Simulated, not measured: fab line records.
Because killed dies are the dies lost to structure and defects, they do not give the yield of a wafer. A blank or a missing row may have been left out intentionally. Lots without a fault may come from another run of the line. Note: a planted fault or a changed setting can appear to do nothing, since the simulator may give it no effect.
fab line records + flow nand_harc
record
- lots=7
- wafers=21
- last_day=31
route steps=1302 shown A_CONTACT@1022 END@1302
lots that met no fault: taken from a fault-free run of the same line
start_h: hours from the record's opening day to when the first of the lot's shown wafers began + wait_h: time in hours since the lot's previous step + " as in the row above + L1.1+2: several wafers, shown together as one row + - either no value or no given start + * or withheld: withheld + < > ~ a bound
route shown NAME@n: names a module that has steps shown in the file, with the first one's number in the route + usual: the fault-free wafers' mean and standard deviation + same: alike in all rows + chamber/n: place in a boat + sites: readings site by site + _std_site: standard deviation across them + _edge_site: mean of outer sites minus mean of inner sites + radius_mm: how far each site lies from the wafer's centre + mask NAME#n: copy n + behind: the most recent tool/chamber to have shaped the wafer + hold: the reason the lot was held/the length of the hold in hours/how it ended + device: the n, p or np transistor that did not switch + end of line: at the end of the route, the tests of the same wafers + a step without rows: its recipe alone + killed: dies lost to structure and defects at the first sort, not the wafer's yield + map: a wafer's dies, marking killed ones x, the rest . and places with no die _
set.NAME: the run value of the setting; set.NAME@STEP: its run value at that earlier step + model.NAME: the simulator's own value behind a step, which no gauge read
lots at some steps of the route; a table a step, a row a wafer
services: when a tool's chamber went out of use (start_h, in hours from the record's first day, below 0 if earlier), for how many hours, and the reason
## steps
# step NHARC_A_CONTACT_STRIP_100
# recipe
- cf4_flow_sccm=100
- chf3_flow_sccm=30
- ar_flow_sccm=0
- bias_w=0
- chemistry=CF4/CHF3
# step NHARC_A_CONTACT_STRIP_101
# recipe
- o2_flow_sccm=400
- cos_flow_sccm=20
- ar_flow_sccm=0
- bias_w=0
- chemistry=O2/COS
# step NHARC_A_CONTACT_ETCH_102
# recipe
- target_depth_a=1000
- overetch_a=100
- time_s=55
- ion_energy_ev=100
- cf4_flow_sccm=80
- o2_flow_sccm=20
- ar_flow_sccm=0
- rf_w=300
- bias_w=100
- chemistry=CF4/O2
# usual
- bias_w=100.0/0.3
- drypump_motor_current_A=5.8/0.44
- oes_o_777_au=1.001/0.0046
- oes_product_au=0.999/0.0085
- rf_vpp_V=197.8/1.3
- showerhead_plenum_p_Torr=1.34/0.058
- throttle_valve_pct=13.398/0.0093
| lot.wafer | tool        | chamber | start_h | wait_h | bias_w | drypump_motor_current_A | oes_o_777_au | oes_product_au | rf_hours_counter_h | rf_vpp_V | showerhead_plenum_p_Torr | throttle_valve_pct |
|-----------|-------------|---------|---------|--------|--------|-------------------------|--------------|----------------|--------------------|----------|--------------------------|--------------------|
| L878.2    | rie_diel-08 | 2       | 535.06  | 0.1    | 99.8   | 5.3                     | 0.999        | 1.004          | 30                 | 198.2    | 1.33                     | 13.405             |
| L878.3    | "           | 0       | "       | "      | 99.9   | 6.4                     | 0.996        | 1.006          | 26                 | 197.7    | 1.44                     | 13.392             |
| L878.6    | "           | 2       | "       | "      | 100.2  | 5.3                     | 1.004        | 0.992          | -                  | 195.8    | 1.33                     | 13.400             |
| L879.1    | rie_diel-08 | 2       | 556.30  | 0.1    | 100.2  | 5.3                     | 0.998        | 0.990          | 0                  | 197.4    | 1.33                     | 13.391             |
| L879.3    | "           | 0       | "       | "      | 99.9   | 6.4                     | 1.001        | 1.018          | 0                  | 200.5    | 1.44                     | 13.418             |
| L879.5    | "           | 1       | "       | "      | 100.1  | 5.9                     | 0.999        | 0.993          | -                  | 198.2    | 1.30                     | 13.401             |
| L880.2    | rie_diel-08 | 2       | 563.59  | 0.1    | 100.3  | 5.3                     | 1.004        | 0.999          | 0                  | 198.0    | 1.33                     | 13.407             |
| L880.1    | "           | 1       | "       | "      | 100.0  | 5.9                     | 0.998        | 0.993          | 0                  | 197.4    | 1.30                     | 13.405             |
| L880.6    | "           | 3       | "       | "      | 100.3  | 5.8                     | 0.995        | 0.988          | -                  | 195.3    | 1.25                     | 13.383             |
| L881.2    | rie_diel-02 | 0       | 573.72  | 0.1    | 99.6   | 6.6                     | 0.994        | 0.986          | 58                 | 199.0    | 1.36                     | 13.395             |
| L881.4    | "           | 1       | "       | "      | 99.7   | 5.1                     | 0.990        | 0.999          | 55                 | 197.8    | 1.32                     | 13.381             |
| L881.1    | "           | 2       | "       | "      | 99.7   | 5.5                     | 1.007        | 0.999          | 54                 | 197.7    | 1.33                     | 13.384             |
| L890.3    | rie_diel-08 | 3       | 664.47  | 0.1    | 100.1  | 5.8                     | 1.005        | 1.010          | 17                 | 196.4    | 1.25                     | 13.393             |
| L890.2    | "           | 1       | "       | "      | 99.9   | 5.9                     | 1.007        | 1.004          | 18                 | 197.7    | 1.30                     | 13.382             |
| L890.5    | "           | 3       | "       | "      | 100.7  | 5.8                     | 1.008        | 1.013          | -                  | 196.3    | 1.25                     | 13.399             |
| L892.1    | rie_diel-04 | 1       | 675.30  | 0.1    | 99.6   | 6.0                     | 1.003        | 1.002          | 45                 | 200.6    | 1.42                     | 13.402             |
| L892.6    | "           | 1       | "       | "      | 99.5   | 6.0                     | 0.996        | 1.001          | -                  | 197.8    | 1.42                     | 13.405             |
| L892.5    | "           | 2       | "       | "      | 100.1  | 6.3                     | 1.007        | 1.001          | -                  | 199.9    | 1.42                     | 13.406             |
| L893.1    | rie_diel-02 | 0       | 685.47  | 0.1    | 99.4   | 6.7                     | 0.999        | 0.995          | 35                 | 198.2    | 1.36                     | 13.400             |
| L893.2    | "           | 1       | "       | "      | 99.7   | 5.1                     | 1.001        | 0.998          | 36                 | 198.5    | 1.32                     | 13.396             |
| L893.3    | "           | 2       | "       | "      | 100.0  | 5.5                     | 0.998        | 1.000          | 37                 | 197.3    | 1.32                     | 13.404             |
# step NHARC_A_CONTACT_STRIP_55
# recipe
- o2_flow_sccm=500
- ar_flow_sccm=0
- bias_w=0
- chemistry=O2
# usual
- drypump_motor_current_A=5.8/0.43
- oes_product_au=0.999/0.0096
- rf_vpp_V=57.9/0.96
- showerhead_plenum_p_Torr=3.54/0.15
- throttle_valve_pct=17.037/0.0088
# same
- bias_w=0
| lot.wafer | tool        | chamber | start_h | wait_h | drypump_motor_current_A | oes_product_au | rf_hours_counter_h | rf_vpp_V | showerhead_plenum_p_Torr | throttle_valve_pct |
|-----------|-------------|---------|---------|--------|-------------------------|----------------|--------------------|----------|--------------------------|--------------------|
| L878.3    | rie_diel-08 | 1       | -       | -      | 5.9                     | 0.994          | 33                 | 57.6     | 3.45                     | 17.034             |
| L878.2    | "           | 2       | "       | "      | 5.3                     | 1.007          | 30                 | 58.0     | 3.51                     | 17.036             |
| L878.6    | "           | 1       | "       | "      | 6.0                     | 0.995          | -                  | 57.0     | 3.45                     | 17.028             |
| L879.3    | rie_diel-08 | 1       | -       | -      | 5.9                     | 0.997          | 0                  | 56.6     | 3.45                     | 17.046             |
| L879.1    | "           | 2       | "       | "      | 5.3                     | 0.981          | 0                  | 58.1     | 3.51                     | 17.044             |
| L879.5    | "           | 1       | "       | "      | 5.9                     | 0.993          | -                  | 56.9     | 3.45                     | 17.029             |
| L880.1    | rie_diel-08 | 0       | -       | -      | 6.4                     | 1.003          | 0                  | 59.3     | 3.79                     | 17.046             |
| L880.2    | "           | 2       | "       | "      | 5.3                     | 0.979          | 0                  | 59.4     | 3.51                     | 17.054             |
| L880.6    | "           | 0       | "       | "      | 6.4                     | 0.998          | -                  | 57.0     | 3.79                     | 17.031             |
| L881.1    | rie_diel-02 | 2       | -       | -      | 5.6                     | 1.010          | 54                 | 59.1     | 3.52                     | 17.044             |
| L881.2    | "           | 0       | "       | "      | 6.7                     | 0.990          | 58                 | 58.6     | 3.60                     | 17.050             |
| L881.4    | "           | 1       | "       | "      | 5.0                     | 0.997          | 55                 | 58.6     | 3.50                     | 17.052             |
| L890.3    | rie_diel-08 | 2       | -       | -      | 5.3                     | 0.986          | 18                 | 57.7     | 3.50                     | 17.037             |
| L890.2    | "           | 1       | "       | "      | 5.9                     | 1.010          | 18                 | 58.3     | 3.44                     | 17.032             |
| L890.5    | "           | 2       | "       | "      | 5.3                     | 0.999          | -                  | 57.8     | 3.50                     | 17.051             |
| L892.1    | rie_diel-04 | 0       | -       | -      | 5.3                     | 1.015          | 42                 | 58.1     | 3.42                     | 17.031             |
| L892.5    | "           | 1       | "       | "      | 6.1                     | 1.004          | -                  | 59.4     | 3.75                     | 17.024             |
| L892.6    | "           | 2       | "       | "      | 6.3                     | 0.988          | -                  | 58.0     | 3.75                     | 17.034             |
| L893.1    | rie_diel-02 | 3       | -       | -      | 5.6                     | 0.993          | 35                 | 57.5     | 3.59                     | 17.037             |
| L893.2    | "           | 1       | "       | "      | 5.0                     | 1.002          | 36                 | 57.5     | 3.48                     | 17.038             |
| L893.3    | "           | 2       | "       | "      | 5.6                     | 1.002          | 37                 | 57.4     | 3.50                     | 17.044             |
# step NHARC_A_CONTACT_STRIP_56
# recipe
- time_s=600
- temp_c=30
- chemistry=post_etch_residue_remover
# step NHARC_A_CONTACT_DEP_57
# recipe
- target_thk_a=53000
- temp_c=400
- material=aC
# usual
- susceptor_temp_C=400.00/0.19
- throttle_valve_pct=35.000/0.01
| lot.wafer | tool       | chamber | start_h | wait_h | susceptor_temp_C | throttle_valve_pct |
|-----------|------------|---------|---------|--------|------------------|--------------------|
| L878.2    | acl_dep-03 | 0       | 537.51  | -      | 400.08           | 35.009             |
| L878.3    | "          | 0       | "       | "      | 399.90           | 35.011             |
| L878.6    | "          | 0       | 539.67  | -      | 400.32           | 34.999             |
| L879.1    | acl_dep-03 | 0       | 561.02  | -      | -                | 35.007             |
| L879.3    | "          | 0       | 562.09  | -      | -                | 35.003             |
| L879.5    | "          | 0       | 563.15  | -      | -                | 35.007             |
| L880.1    | acl_dep-01 | 0       | 567.82  | -      | 400.01           | 34.993             |
| L880.2    | "          | 0       | "       | "      | 399.84           | 35.009             |
| L880.6    | "          | 0       | 570.52  | -      | 399.99           | 35.004             |
| L881.1    | acl_dep-03 | 0       | 574.55  | -      | -                | 35.015             |
| L881.2    | "          | 0       | "       | "      | -                | 34.984             |
| L881.4    | "          | 0       | 576.16  | -      | -                | 35.007             |
| L890.2    | acl_dep-01 | 0       | 668.22  | -      | 400.05           | 34.998             |
| L890.3    | "          | 0       | "       | "      | 399.90           | 35.008             |
| L890.5    | "          | 0       | 669.85  | -      | 400.20           | 34.989             |
| L892.1    | acl_dep-02 | 0       | 677.78  | -      | 400.19           | 35.005             |
| L892.5    | "          | 0       | 679.96  | -      | 400.15           | 35.004             |
| L892.6    | "          | 0       | "       | "      | 400.20           | 34.986             |
| L893.1    | acl_dep-01 | 0       | 687.27  | -      | 399.91           | 35.010             |
| L893.2    | "          | 0       | "       | "      | 399.98           | 35.000             |
| L893.3    | "          | 0       | "       | "      | 400.38           | 34.980             |
# step NHARC_A_CONTACT_DEP_58
# recipe
- target_thk_a=900
- target_thk_nm=90
- temp_c=400
- pressure_torr=3.5
- flow_sccm=200
- rf_w=350
- material=SiON
# usual
- heater_power_w=795/120
- susceptor_temp_C=400.02/0.22
| lot.wafer | tool     | chamber | start_h | wait_h | heater_power_w | susceptor_temp_C |
|-----------|----------|---------|---------|--------|----------------|------------------|
| L878.2    | pecvd-04 | 0       | 540.24  | 2.2    | 663            | 399.37           |
| L878.3    | "        | 2       | "       | "      | 963            | 400.08           |
| L878.6    | "        | 2       | "       | "      | 953            | 400.30           |
| L879.3    | pecvd-04 | 2       | 564.23  | 1.6    | 850            | 399.88           |
| L879.1    | "        | 0       | "       | "      | 642            | 399.83           |
| L879.5    | "        | 2       | "       | "      | 875            | 399.78           |
| L880.1    | pecvd-02 | 1       | 571.11  | 2.7    | 766            | 399.69           |
| L880.2    | "        | 2       | "       | "      | 753            | 399.85           |
| L880.6    | "        | 2       | "       | "      | 763            | 400.06           |
| L881.2    | pecvd-01 | 0       | 577.78  | 2.2    | 760            | 399.84           |
| L881.1    | "        | 2       | "       | "      | 662            | 400.03           |
| L881.4    | "        | 0       | "       | "      | 775            | 399.95           |
| L890.3    | pecvd-02 | 0       | 670.95  | 1.6    | 934            | 400.07           |
| L890.2    | "        | 1       | "       | "      | 768            | 400.27           |
| L890.5    | "        | 1       | "       | "      | 756            | 400.02           |
| L892.1    | pecvd-04 | 1       | 681.13  | 2.8    | 656            | 400.08           |
| L892.6    | "        | 0       | "       | "      | 642            | 400.45           |
| L892.5    | "        | 1       | "       | "      | 661            | 400.26           |
| L893.3    | pecvd-04 | 0       | 690.53  | 1.6    | 724            | 399.82           |
| L893.1    | "        | 1       | "       | "      | 778            | 400.27           |
| L893.2    | "        | 2       | "       | "      | 975            | 400.07           |
# step NHARC_A_CONTACT_DEHYDRATE_59
# recipe
- temp_c=150
- time_s=120
# step NHARC_A_CONTACT_HMDS_60
# recipe
- time_s=30
# step NHARC_A_CONTACT_COAT_61
# recipe
- temp_c=260
- time_s=75
# step NHARC_A_CONTACT_COAT_62
# recipe
- temp_c=225
- time_s=65
# step NHARC_A_CONTACT_COAT_63
# recipe
- spin_rpm=1500
- resist_thk_nm=90
# step NHARC_A_CONTACT_SOFTBAKE_64
# recipe
- temp_c=105
- time_s=55
# usual
- heater_power_total_W=188.46/0.14
| lot.wafer | tool           | chamber | start_h | wait_h | heater_power_total_W |
|-----------|----------------|---------|---------|--------|----------------------|
| L878.2    | litho_track-01 | 0       | 540     | -      | 188.52               |
| L878.3    | "              | 0       | "       | "      | 188.30               |
| L878.6    | "              | 0       | "       | "      | 188.35               |
| L879.1    | litho_track-01 | 0       | 564     | -      | 191.47               |
| L879.3    | "              | 0       | "       | "      | 191.46               |
| L879.5    | "              | 0       | "       | "      | 191.44               |
| L880.1    | litho_track-01 | 0       | 571     | -      | 191.45               |
| L880.2    | "              | 0       | "       | "      | 191.34               |
| L880.6    | "              | 0       | "       | "      | 191.77               |
| L881.1    | litho_track-01 | 0       | 578     | -      | 191.54               |
| L881.2    | "              | 0       | "       | "      | 191.56               |
| L881.4    | "              | 0       | "       | "      | 191.53               |
| L890.2    | litho_track-06 | 0       | 671     | -      | 188.42               |
| L890.3    | "              | 0       | "       | "      | 188.28               |
| L890.5    | "              | 0       | "       | "      | 188.75               |
| L892.1    | litho_track-04 | 0       | 681     | -      | 188.47               |
| L892.5    | "              | 0       | "       | "      | 188.44               |
| L892.6    | "              | 0       | "       | "      | 188.41               |
| L893.1    | litho_track-01 | 0       | 690     | -      | 188.41               |
| L893.2    | "              | 0       | "       | "      | 188.36               |
| L893.3    | "              | 0       | "       | "      | 188.67               |
# step NHARC_A_CONTACT_EBR_65
# step NHARC_END_SORT_01
# recipe
- temp_c=25
# usual
- killed_at_array=56/19
- killed_at_other=1.0/1.3
- killed_at_periphery=3.8/2.2
- killed_dies=61/19
- killed_open=3.1/1.9
- killed_short=2.3/1.5
# same
- gross_dies=677
| lot.wafer | tool      | chamber | start_h | wait_h | killed_at_array | killed_at_other | killed_at_periphery | killed_dies | killed_open | killed_short |
|-----------|-----------|---------|---------|--------|-----------------|-----------------|---------------------|-------------|-------------|--------------|
| L878.2    | prober-01 | 0       | 601.38  | 2.8    | 51              | 1               | 9                   | 61          | 7           | 1            |
| L878.3    | prober-01 | 0       | 602.17  | 3.1    | 54              | 2               | 7                   | 63          | 5           | 2            |
| L878.6    | prober-01 | 0       | 604.54  | 4.0    | 53              | 3               | 2                   | 58          | 3           | 6            |
| L879.1    | prober-01 | 0       | 623.39  | 2.5    | 70              | 1               | 5                   | 76          | 3           | 3            |
| L879.3    | prober-01 | 0       | 625.00  | 3.1    | 76              | 1               | 0                   | 77          | 2           | 3            |
| L879.5    | prober-01 | 0       | 626.62  | 3.7    | 64              | 0               | 3                   | 67          | 5           | 1            |
| L893.1    | prober-02 | 0       | 750.68  | 2.5    | 33              | 2               | 10                  | 45          | 3           | 3            |
| L893.2    | prober-02 | 0       | 751.48  | 2.8    | 31              | 1               | 2                   | 34          | 3           | 2            |
| L893.3    | prober-02 | 0       | 752.28  | 3.1    | 30              | 1               | 4                   | 35          | 2           | 2            |
# killed by level:class
L878.2 A_CHANNEL_HOLE_D2:chamber_film_flake=35 P_M2:chamber_film_flake=4 A_CHANNEL_HOLE_D1:chamber_film_flake=3 A_CHANNEL_FILL_D1:geometric_particle:open=2 A_STAIRCASE:chamber_film_flake=2 P_CONTACT:geometric_particle:short=1 P_CONTACT:geometric_particle:open=1 A_ONON_D1:geometric_particle:open=1
L878.3 A_CHANNEL_HOLE_D2:chamber_film_flake=31 P_M2:chamber_film_flake=4 A_CHANNEL_FILL_D2:chamber_film_flake=3 A_WL_FILL:chamber_film_flake=3 A_CONTACT:chamber_film_flake=3 A_STAIRCASE:chamber_film_flake=2 A_CHANNEL_FILL_D1:geometric_particle:open=2 A_ZERO_WELL:chamber_film_flake=2
L878.6 A_CHANNEL_HOLE_D2:chamber_film_flake=32 A_CONTACT:chamber_film_flake=6 THIN_TSV:chamber_film_flake=3 A_CHANNEL_HOLE_D1:chamber_film_flake=3 A_ONON_D2:geometric_particle:short=2 P_CONTACT:geometric_particle:open=1 A_ONON_D1:geometric_particle:short=1 A_ONON_D1:geometric_particle:open=1
L879.1 A_CHANNEL_HOLE_D1:chamber_film_flake=27 A_CHANNEL_HOLE_D2:chamber_film_flake=21 A_CONTACT:chamber_film_flake=11 P_ZERO_WELL:chamber_film_flake=2 P_STI:chamber_film_flake=2 A_CHANNEL_FILL_D1:chamber_film_flake=2 P_M1:geometric_particle:open=1 A_ONON_D1:geometric_particle:short=1
L879.3 A_CHANNEL_HOLE_D1:chamber_film_flake=31 A_CHANNEL_HOLE_D2:chamber_film_flake=28 A_CONTACT:chamber_film_flake=6 A_WL_FILL:geometric_particle:short=2 A_STAIRCASE:chamber_film_flake=2 A_CHANNEL_FILL_D1:geometric_particle:open=1 A_DECK1_JOINT:geometric_particle:open=1 A_ONON_D2:geometric_particle:short=1
L879.5 A_CHANNEL_HOLE_D2:chamber_film_flake=25 A_CHANNEL_HOLE_D1:chamber_film_flake=16 A_CONTACT:chamber_film_flake=9 A_WL_FILL:chamber_film_flake=3 P_CONTACT:geometric_particle:open=1 A_ONON_D1:geometric_particle:open=1 A_CHANNEL_FILL_D2:geometric_particle:open=1 A_STAIRCASE:geometric_particle:open=1
L893.1 A_CHANNEL_HOLE_D1:chamber_film_flake=14 P_GATE:chamber_film_flake=6 A_SLIT:chamber_film_flake=4 A_CONTACT:chamber_film_flake=4 A_M0:chamber_film_flake=3 P_ZERO_WELL:chamber_film_flake=2 THIN_TSV:chamber_film_flake=2 P_GATE:geometric_particle:short=1
L893.2 A_CHANNEL_HOLE_D1:chamber_film_flake=12 A_SLIT:chamber_film_flake=8 A_STAIRCASE:chamber_film_flake=3 A_CONTACT:chamber_film_flake=3 P_CONTACT:geometric_particle:open=1 A_ONON_D2:geometric_particle:open=1 A_ONON_D2:geometric_particle:short=1 A_CHANNEL_FILL_D2:geometric_particle:short=1
L893.3 A_CHANNEL_HOLE_D1:chamber_film_flake=12 A_SLIT:chamber_film_flake=6 P_GATE:chamber_film_flake=2 A_STAIRCASE:chamber_film_flake=2 A_CONTACT:chamber_film_flake=2 A_SOURCE_PLATE:geometric_particle:short=1 A_CHANNEL_FILL_D2:geometric_particle:open=1 A_CONTACT:geometric_particle:short=1
## services
| tool           | chamber | start_h | hours | kind   |
|----------------|---------|---------|-------|--------|
| pecvd-04       | 1       | 516.84  | 3.2   | repair |
| rie_diel-08    | 0       | 524.61  | -     | clean  |
| rie_diel-08    | 1       | 524.61  | -     | clean  |
| rie_diel-08    | 2       | 524.61  | -     | clean  |
| litho_track-06 | -       | 529.00  | 7.0   | pm     |
| rie_diel-04    | -       | 536.33  | 9.0   | pm     |
| rie_diel-08    | -       | 545.53  | 9.0   | pm     |
| pecvd-04       | -       | 546.50  | 3.0   | repair |
| acl_dep-01     | -       | 551.08  | 13.0  | pm     |
| pecvd-04       | 0       | 552.80  | 10.3  | repair |
| litho_track-04 | -       | 553.00  | 7.0   | pm     |
| pecvd-02       | 1       | 559.97  | 1.8   | repair |
| rie_diel-02    | -       | 574.52  | 9.0   | pm     |
| pecvd-02       | -       | 589.25  | 13.0  | pm     |
| pecvd-02       | -       | 608.80  | 0.5   | repair |
| acl_dep-02     | -       | 609.38  | 13.0  | pm     |
| pecvd-02       | 2       | 623.97  | 14.2  | repair |
| pecvd-04       | -       | 631.56  | 13.0  | pm     |
| rie_diel-08    | 0       | 646.93  | 37.9  | repair |
| rie_diel-08    | 1       | 666.00  | 16.1  | repair |
| acl_dep-03     | -       | 668.13  | 13.0  | pm     |
| pecvd-01       | -       | 673.61  | 13.0  | pm     |
| rie_diel-04    | 3       | 673.68  | 6.7   | repair |
| litho_track-01 | -       | 680.00  | 7.0   | pm     |
## key
first_sign
- step=NHARC_A_CONTACT_SOFTBAKE_64
- reading=heater_power_total_W
- direction=up
- sigmas=21
- usual=*
- struck=*
effect none on later readings
met_at NHARC_A_CONTACT_SOFTBAKE_64
struck_wafers L879.1,L879.3,L879.5,L880.1,L880.2,L880.6,L881.1,L881.2,L881.4
tester_left_out L879,L880,L881
onset_between 540 564
fault
- kind=process_parameter_drift
- tool=litho_track-01
- chamber=-
- onset_h=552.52
- steps=NHARC_A_CONTACT_SOFTBAKE_64
- channel=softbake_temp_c
- offset=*
- shape=step
- end_h=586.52
- acts_in=*
- stated=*
# tester_left_out: of these lots the tester's yield and bins aren't shown, on N5 and GAA mostly nor the transistor test; their killed dies are dies lost to structure and defects alone, not to doping, threshold or leakage, so they don't give the yield
